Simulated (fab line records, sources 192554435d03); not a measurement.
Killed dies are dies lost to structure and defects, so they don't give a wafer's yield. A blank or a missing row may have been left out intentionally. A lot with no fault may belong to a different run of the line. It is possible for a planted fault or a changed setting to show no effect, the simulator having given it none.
Comparing a struck lot with a sound one :: flow n5-finfet :: 15 out of 1938 route steps
Sound: these wafers, L608.1, L608.4, L608.6. Struck: wafer L605.4 (L605.1, L605.3, from the same lot, were not struck and are left out); the cause is given at the end.
Each step with rows lists, per side, the tool, then ch with its chambers, then its first start. Under that, the readings that differ: sound wafers :: struck wafers :: difference of the means :: sigmas: that difference in standard deviations of wafers without a fault.
alike: readings with means less than 2 such deviations apart, plus words and numbers identical on both sides. not compared: withheld readings, readings lacking a value on some wafer, bounds such as >300 that could conceal the same value, and numbers that have no deviation in the record and whose values overlap.
Wherever a step has rows on one side only, a row that says differs or no value, or a row with sigmas, the two part there. When numbers do not overlap yet have no deviation, they are printed without sigmas and do not part them. A reading that every wafer of one side lacks parts them only if that side has two wafers or more.

N5_FIN_SAQP_SPACER1_ETCHBACK_25: etches SiO2 in CHF3/O2, target depth 24.4 nm, time 12.2 s.
  sound on rie-diel-06 ch 1,2,3, day 5 11:23; struck on rie-diel-01 ch 2, day 4 18:10
  alike: drypump-motor-current-A, oes-product-au, rf-vpp-V, showerhead-plenum-p-Torr, throttle-valve-pct
  not compared: rf-hours-counter-h
then, 1 step without rows for these wafers: N5_FIN_SAQP_MANDREL1_REMOVE_56 (chemistry HBr/Cl2/O2, target a-Si, stops on SiNx, bt time 10 s).
N5_FIN_SAQP_CD_MEAS_27 targets a cd of 20 nm.
  sound on cd-sem-01 ch 0, day 5 11:35; struck on cd-sem-01 ch 0, day 4 18:22
  alike: cd-nm
N5_FIN_SAQP_ETCH_57: etches SiNx in CH3F/O2, target depth 32.5 nm, time 46.4 s.
  sound on rie-diel-06 ch 1,3, day 5 11:38; struck on rie-diel-06 ch 1, day 4 18:25
  alike: drypump-motor-current-A, etch-rf-on-time-s, oes-product-au, rf-vpp-V, showerhead-plenum-p-Torr, throttle-valve-pct
  not compared: rf-hours-counter-h
then, 1 step without rows for these wafers: N5_FIN_SAQP_ETCH_65 (etches SiO2 in CF4, target depth 4 nm, time 4.4 s).
N5_FIN_SAQP_MANDREL_ETCH_58: etches a-Si in HBr/Cl2, stops on SiNx, target depth 45 nm, bt time 10 s, time 27 s.
  sound on rie-si-04 ch 0,1,2, day 5 11:47; struck on rie-si-04 ch 2, day 4 18:34
  alike: drypump-motor-current-A, oes-product-au, throttle-valve-pct
  not compared: rf-hours-counter-h
then, 5 steps without rows for these wafers: N5_FIN_SAQP_RECESS_63 (chemistry HF/NH3, target SiO2, target depth 18 nm, afs cycles 3, sublimation time 60 s); N5_FIN_SAQP_COAT_68 (time 60 s, resist thk 100 nm); N5_FIN_SAQP_ETCH_69 (etches SOC in N2/H2, stops on SiNx, target depth 150 nm); N5_FIN_SAQP_ETCH_67 (etches SiNx in CH3F/O2, target depth 30 nm); N5_FIN_SAQP_STRIP_70 (strips in N2/H2).
N5_FIN_SAQP_RECESS_71: chemistry HF/NH3, target SiO2, target depth 3 nm, afs cycles 1, sublimation time 60 s.
  sound on vapor-etch-01 ch 0,1, day 5 12:40; struck on vapor-etch-02 ch 1, day 4 19:15
  alike: drypump-motor-current-A
N5_FIN_SAQP_SPACER2_ALD_28: deposits SiO2, target thk 8.1 nm, pulse time 1 s, purge time 2 s.
  sound on ald-sin-01 ch 0,1,3, day 5 12:49; struck on ald-sin-03 ch 0, day 4 20:32
reading: susceptor-temp-C (C)
sound: 300.19 300.33 300.01
struck: 294.04
difference: -6.14
sigmas: -34
  alike: heater-power-w, precursor-pulse-height-rel
N5_FIN_SAQP_SPACER2_ETCHBACK_29: etches SiO2 in CHF3/O2, target depth 12.2 nm, time 6.1 s.
  sound on rie-diel-01 ch 1,2, day 5 13:09; struck on rie-diel-02 ch 1, day 4 20:54
reading: drypump-motor-current-A (A)
sound: 5.6 5.1 5.6
struck: 6.5
difference: +1.1
sigmas: +2
  alike: oes-product-au, rf-vpp-V, showerhead-plenum-p-Torr, throttle-valve-pct
  not compared: rf-hours-counter-h
-- a jump in the record: the struck wafers' starts before and after are 6 days apart (it breaks off in module FIN_SAQP and resumes in module BEOL_M4, where the first step shown is number 1111 of the route) --
N5_BEOL_M4_RC_MEAS_101:
  sound on prober-02 ch 0, day 11 20:16; struck on prober-02 ch 0, day 11 01:59
reading: DIBL_N (mV/V)
sound: 37.5 35.9 37.0
struck: 41.0
difference: +4.2
sigmas: +3

reading: DIBL_P (mV/V)
sound: 37.1 36.0 37.2
struck: 41.9
difference: +5.1
sigmas: +3

reading: IOFF_N (nA/um)
sound: 0.164 0.144 0.159
struck: 0.248
difference: +0.092
sigmas: +4

reading: SS_P (mV/dec)
sound: 73.8 72.0 73.0
struck: 74.5
difference: +1.6
sigmas: +3

reading: VT_N (mV)
sound: 251.5 252.7 250.1
struck: 243.4
difference: -8.0
sigmas: -3
  alike: IOFF_P, ION_N, ION_P, SS_N, VT_P

WHERE THEY PART
First at N5_FIN_SAQP_SPACER2_ALD_28; last, within this record, at N5_BEOL_M4_RC_MEAS_101.

WHY: what the simulator had put in
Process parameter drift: ald-sin-03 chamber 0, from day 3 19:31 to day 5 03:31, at N5_FIN_SAQP_SPACER2_ALD_28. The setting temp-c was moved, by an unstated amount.
